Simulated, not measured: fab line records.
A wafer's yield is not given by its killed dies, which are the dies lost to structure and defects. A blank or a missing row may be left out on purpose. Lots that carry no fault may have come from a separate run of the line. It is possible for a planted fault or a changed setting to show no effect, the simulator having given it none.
Problem report, 8D (eight disciplines) form, completed by code || flow n5_finfet || the parts of the form that need people (team, actions taken, sign-off) are left out

== 1. PROBLEM STATEMENT ==
temp_c at N5_BEOL_M4_ETCH_70 reads a mean of 38.70 C on 6 wafers of 2 lots; wafers without a fault read 40.00 C with a standard deviation of 0.098. Measured from the usual mean, that is -13 standard deviations.
The step: etches SOC in N2/H2, target depth 80 nm, overetch 24 nm, time 130 s.
First seen on wafer L330.4, day 11 06:34, on rie_diel-03. The record has a number at this step for 24 wafers belonging to 8 lots. Rule for "out" (also "out of limits"): further than 4 standard deviations from the usual mean. The other wafers with a number count as sound.

== 2. WHAT IT IS AND WHAT IT IS NOT ==
{"question": "which readings at this step", "is": "temp_c", "is not": "drypump_motor_current_A, oes_product_au, rf_vpp_V, showerhead_plenum_p_Torr"}
{"question": "which lots", "is": "L328, L330", "is not": "L320, L321, L325, L329, L338, L339"}
{"question": "which wafers of those lots", "is": "all that have a number", "is not": "-"}
{"question": "read on which tools", "is": "rie_diel-03", "is not": "rie_diel-01, rie_diel-05"}
{"question": "when", "is": "from day 11 06:34", "is not": "up to then (12 sound wafers); but 6 sound wafers of L338, L339 came after"}

== 3. SUSPECTS, AND WHAT RULES EACH OUT ==
Counting: a tool stays on the suspect list if, at a process step up to the reading, it processed all lots that are out and no sound lot following the first of them.
- rie_diel-03 at N5_BEOL_M4_ETCH_70 (etches SOC in N2/H2, target depth 80 nm, overetch 24 nm, time 130 s): kept. It ran every lot that is out, first L330 (day 11 06:34), and no sound lot after that; its last sound lot up to then is L325 (day 10 11:26). Out on those wafers are its own readings of temp_c.
After counting, what remains is rie_diel-03 at N5_BEOL_M4_ETCH_70.

== 4. THE CAUSE (what the simulator had put in) ==
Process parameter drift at N5_BEOL_M4_ETCH_70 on rie_diel-03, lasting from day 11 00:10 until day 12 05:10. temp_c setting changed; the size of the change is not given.
Counting left only this tool.

== 5. THE EFFECT CHAIN, in route order ==
One row per reading whose mean, taken over the struck wafers that have a number, lies over 3 standard deviations from the usual. Readings are gone through only where the record gives a usual standard deviation; hours: the median, over the lots, of the time from a lot's start at the first step in this table giving one to that lot's start at this step; sigmas: the change measured in usual standard deviations.
{"hours": 0, "step": "N5_BEOL_M4_ETCH_70", "reading": "temp_c", "usual": "40.00 C", "on struck wafers": 38.70, "change": -1.30, "sigmas": -13}
Here are the process steps it includes:
- N5_BEOL_M4_ETCH_70: etches SOC in N2/H2, target depth 80 nm, overetch 24 nm, time 130 s.
Later steps that measure or inspect, where all struck wafers having a row at the step show a number for every such reading and not one has moved that far: N5_BEOL_M4_RC_MEAS_101.

== 6. HOW IT WOULD HAVE BEEN CAUGHT EARLIER ==
First out-of-limits reading in this record: day 11 06:34, which is 6 hours after fault onset at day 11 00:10.
